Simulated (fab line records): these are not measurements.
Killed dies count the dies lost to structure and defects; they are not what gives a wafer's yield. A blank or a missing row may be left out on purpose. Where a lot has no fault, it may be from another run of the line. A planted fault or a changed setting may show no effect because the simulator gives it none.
Which tool was responsible? -- flow n5-finfet -- 9 lots with 27 wafers sampled at 6 steps, on a route of 1938 steps

## WHAT THE GAUGES READ, wafer by wafer
N5_HKMG_FIN_CD_MEAS_12: the cd target is 92.8 nm. Usual: 92.7 nm for cd-nm, sd 0.77.
lot,measured,on,cd-nm (nm),flag
L335,day 4 14:11,cd-sem-01,93.2 93.2 92.9,
L338,day 5 02:22,cd-sem-01,93.0 91.8 92.4,
L339,day 5 12:17,cd-sem-01,92.5 92.4 92.6,
L341,day 6 00:06,cd-sem-03,91.7 92.6 91.6,
L350,day 8 02:44,cd-sem-01,94.5 95.6 96.6,OFF
L351,day 8 11:01,cd-sem-01,91.3 90.9 92.2,
L354,day 9 05:56,cd-sem-01,93.0 91.8 92.4,
L356,day 9 17:49,cd-sem-02,92.4 92.3 92.5,
L357,day 9 23:05,cd-sem-02,92.0 92.0 92.8,

N5_HKMG_FIN_INSPECT_14: inspects for defects (macro). Usual: 2.1 for raw-defect-count, sd 1.3.
lot,measured,on,raw-defect-count,flag
L335,day 4 14:14,defect-inspect-02,2 2 3,
L338,day 5 02:25,defect-inspect-02,1 1 5,
L339,day 5 12:21,defect-inspect-01,1 5 3,
L341,day 6 00:09,defect-inspect-02,4 2 2,
L350,day 8 02:47,defect-inspect-02,0 2 3,
L351,day 8 11:04,defect-inspect-02,1 0 4,
L354,day 9 05:59,defect-inspect-01,3 2 2,
L356,day 9 17:52,defect-inspect-02,1 1 4,
L357,day 9 23:08,defect-inspect-02,2 0 4,

N5_BEOL_M4_RC_MEAS_101. Usual: DIBL_N 35.8 mV/V, standard deviation 1.8; DIBL_P 35.9 mV/V, standard deviation 2.2; IOFF_N 0.16 nA/um, standard deviation 0.035; IOFF_P 0.21 nA/um, standard deviation 0.04; ION_N 672 uA/um, standard deviation 11; ION_P 461 uA/um, standard deviation 7.4; SS_N 71.4 mV/dec, standard deviation 0.64; SS_P 73.2 mV/dec, standard deviation 0.67; VT_N 250 mV, standard deviation 3.5; VT_P -251 mV, standard deviation 3.4.
lot,measured,on,DIBL_N (mV/V),DIBL_P (mV/V),IOFF_N (nA/um),IOFF_P (nA/um),ION_N (uA/um),ION_P (uA/um),SS_N (mV/dec),SS_P (mV/dec),VT_N (mV),VT_P (mV),flag
L335,day 8 15:25,prober-01,34.9 32.9 34.9,36.2 34.3 36.9,0.17 0.14 0.17,0.23 0.20 0.25,675 669 677,468 463 476,71.4 71.4 71.0,74.0 72.7 72.8,247 250 245,-246 -250 -246,
L338,day 8 20:38,prober-02,37.6 34.5 35.5,39.3 35.6 37.1,0.21 0.15 0.17,0.27 0.21 0.24,679 670 676,467 459 473,72.1 71.0 71.4,73.9 72.9 73.0,247 250 251,-246 -247 -248,
L339,day 9 08:31,prober-01,35.9 35.0 36.8,37.2 35.8 37.1,0.16 0.14 0.17,0.21 0.20 0.21,671 669 675,464 459 464,72.0 71.6 71.9,73.4 72.8 73.3,250 252 250,-250 -254 -249,
L341,day 9 17:13,prober-01,36.0 39.2 38.9,35.7 39.2 39.0,0.15 0.21 0.20,0.20 0.27 0.25,665 683 676,462 468 470,71.5 72.0 72.2,72.8 74.2 73.1,254 251 248,-250 -248 -250,
L350,day 12 01:48,prober-02,31.7 34.5 33.8,31.2 35.6 34.5,0.09 0.13 0.12,0.13 0.19 0.18,654 667 667,456 461 469,70.2 70.7 70.6,71.9 73.1 72.2,258 251 251,-256 -251 -251,
L351,day 12 09:31,prober-01,37.6 36.7 35.9,37.8 36.8 36.1,0.17 0.15 0.14,0.19 0.17 0.17,671 668 660,444 446 448,72.1 72.0 71.8,73.8 73.5 73.5,251 252 253,-257 -256 -256,
L354,day 12 18:34,prober-02,35.1 36.7 34.3,36.4 38.3 35.3,0.15 0.19 0.14,0.23 0.26 0.21,668 679 669,461 472 466,71.7 72.2 71.8,73.3 72.9 72.9,248 246 252,-248 -245 -248,
L356,day 13 21:09,prober-02,35.9 35.5 35.3,34.6 34.3 33.3,0.14 0.14 0.12,0.20 0.20 0.19,676 683 669,467 466 464,70.8 71.0 70.5,73.0 72.3 72.7,249 249 254,-252 -251 -252,
L357,day 13 23:44,prober-02,34.4 35.2 32.4,33.0 34.1 30.8,0.11 0.12 0.09,0.17 0.18 0.14,659 658 653,459 459 453,70.6 71.7 70.3,72.5 72.9 71.6,255 255 257,-251 -253 -255,

## TOOL THAT RAN EACH LOT (tool first, then ch and the chambers of the sampled wafers, then the start)
lot,N5_HKMG_FIN_ETCH_54,N5_HKMG_FIN_PEB_10,N5_HKMG_FIN_ETCH_35
L335,"rie-diel-04 ch 0,2, day 4 11:04","litho-track-02 ch 0, day 4 14:07","rie-diel-05 ch 0,2,3, day 4 14:52"
L338,"rie-diel-05 ch 1,2,3, day 4 23:01","litho-track-02 ch 0, day 5 02:18","rie-diel-05 ch 0,3, day 5 02:45"
L339,"rie-diel-02 ch 0,1,3, day 5 09:00","litho-track-01 ch 0, day 5 12:14","rie-diel-05 ch 0,1,2, day 5 12:41"
L341,"rie-diel-05 ch 0,2, day 5 20:59","litho-track-03 ch 0, day 6 00:02","rie-diel-04 ch 0,2,3, day 6 00:47"
L350,"rie-diel-04 ch 0,1, day 7 23:22","litho-track-01 ch 0, day 8 02:40","rie-diel-02 ch 0,1, day 8 03:07"
L351,"rie-diel-05 ch 2,3, day 8 07:25","litho-track-02 ch 0, day 8 10:57","rie-diel-05 ch 0,2,3, day 8 11:24"
L354,"rie-diel-05 ch 0,1,3, day 9 02:23","litho-track-03 ch 0, day 9 05:52","rie-diel-02 ch 0,1,2, day 9 06:20"
L356,"rie-diel-02 ch 0,1,3, day 9 14:20","litho-track-02 ch 0, day 9 17:45","rie-diel-04 ch 2,3, day 9 18:13"
L357,"rie-diel-02 ch 0,2,3, day 9 19:55","litho-track-03 ch 0, day 9 23:01","rie-diel-04 ch 0,1,2, day 9 23:28"
- N5_HKMG_FIN_ETCH_54: etches SiARC in CF4, target depth 45.5 nm, time 75.8 s.
- N5_HKMG_FIN_PEB_10: peb time 60 s.
- N5_HKMG_FIN_ETCH_35: etches SOC in N2/H2, target depth 215.8 nm, time 243.4 s.

## AS READ BY THE TOOLS THEMSELVES (means over the sampled wafers that have a number; for cases with no such wafer, the mark the record gives instead)
N5_HKMG_FIN_ETCH_54. Usual: bias-w 36.00 W, standard deviation 0.098; chamber-pressure-mTorr 40.00 mTorr, standard deviation 0.035; drypump-motor-current-A 5.6 A, standard deviation 0.35; etch-rf-on-time-s 76.0 s, standard deviation 1.5; oes-product-au 0.68 a.u., standard deviation 0.081; rf-vpp-V 184.3 V, standard deviation 1.1; showerhead-plenum-p-Torr 2.17 Torr, standard deviation 0.065; throttle-valve-pct 15.50 %, standard deviation 0.22.
lot,tool,bias-w (W),chamber-pressure-mTorr (mTorr),drypump-motor-current-A (A),etch-rf-on-time-s (s),oes-product-au (a.u.),rf-vpp-V (V),showerhead-plenum-p-Torr (Torr),throttle-valve-pct (%),flag
L335,rie-diel-04,35.98,40.01,5.7,73.9,0.67,185.0,2.21,15.63,
L338,rie-diel-05,36.11,39.99,5.6,75.6,0.62,184.3,2.16,15.55,
L339,rie-diel-02,36.08,39.99,5.4,77.7,0.69,184.1,2.16,15.65,
L341,rie-diel-05,36.11,40.01,5.7,76.0,0.72,185.8,2.25,15.38,
L350,rie-diel-04,36.12,40.02,5.7,77.0,0.69,184.4,2.12,15.34,
L351,rie-diel-05,35.99,40.00,5.7,76.9,0.60,184.4,2.16,15.48,
L354,rie-diel-05,36.05,40.02,5.6,76.0,0.72,184.3,2.17,15.51,
L356,rie-diel-02,36.07,40.02,5.4,75.3,0.73,183.5,2.15,15.55,
L357,rie-diel-02,36.00,40.00,5.8,76.4,0.68,184.0,2.10,15.55,

N5_HKMG_FIN_ETCH_35. Usual: bias-w 5.000 W (standard deviation 0.016); chamber-pressure-mTorr 30.001 mTorr (standard deviation 0.026); drypump-motor-current-A 5.7 A (standard deviation 0.39); oes-product-au 0.79 a.u. (standard deviation 0.088); rf-vpp-V 141.8 V (standard deviation 1.1); showerhead-plenum-p-Torr 2.57 Torr (standard deviation 0.086); throttle-valve-pct 17.74 % (standard deviation 0.24).
lot,tool,bias-w (W),chamber-pressure-mTorr (mTorr),drypump-motor-current-A (A),oes-product-au (a.u.),rf-vpp-V (V),showerhead-plenum-p-Torr (Torr),throttle-valve-pct (%),flag
L335,rie-diel-05,5.015,29.994,5.7,0.79,141.2,2.62,17.53,
L338,rie-diel-05,4.999,30.002,5.7,0.79,142.7,2.58,17.61,
L339,rie-diel-05,5.012,30.015,5.6,0.77,142.6,2.62,17.76,
L341,rie-diel-04,5.008,30.008,5.5,0.83,141.8,2.63,17.79,
L350,rie-diel-02,5.019,30.010,5.4,0.89,142.7,2.60,17.77,
L351,rie-diel-05,4.989,29.993,5.7,0.76,142.0,2.61,17.60,
L354,rie-diel-02,4.994,30.005,5.8,0.82,141.0,2.53,17.74,
L356,rie-diel-04,4.983,29.989,5.2,0.85,142.6,2.68,17.81,
L357,rie-diel-04,5.007,30.018,5.7,0.79,141.8,2.56,17.81,

## THE ANSWER, worked out from the rows above alone
Rule: lot off if the mean of its wafers having a number is beyond 3 standard deviations from the usual mean. Also off: a lot with no number at a reading for which 4 or more lots have one. Where the step has rows for the other lots, those lots are counted as sound. First the gauges in route order, then the tools' own readings, where a lot's mean is used as printed above. The first step at which some lot is off is used, and at that step the reading that is off furthest; a lot without a number counts as furthest.
Off: L350, at N5_HKMG_FIN_CD_MEAS_12 (cd-nm).
If a tool, at a process step before that reading, ran all the lots that are off and no sound lot after the first of them, it fits. The gauges at N5_HKMG_FIN_CD_MEAS_12 are tried like those tools. Can't be told from this: 2 tools fit, rie-diel-04 at N5_HKMG_FIN_ETCH_54, litho-track-01 at N5_HKMG_FIN_PEB_10.

## WHAT THE SIMULATOR HAD PUT IN
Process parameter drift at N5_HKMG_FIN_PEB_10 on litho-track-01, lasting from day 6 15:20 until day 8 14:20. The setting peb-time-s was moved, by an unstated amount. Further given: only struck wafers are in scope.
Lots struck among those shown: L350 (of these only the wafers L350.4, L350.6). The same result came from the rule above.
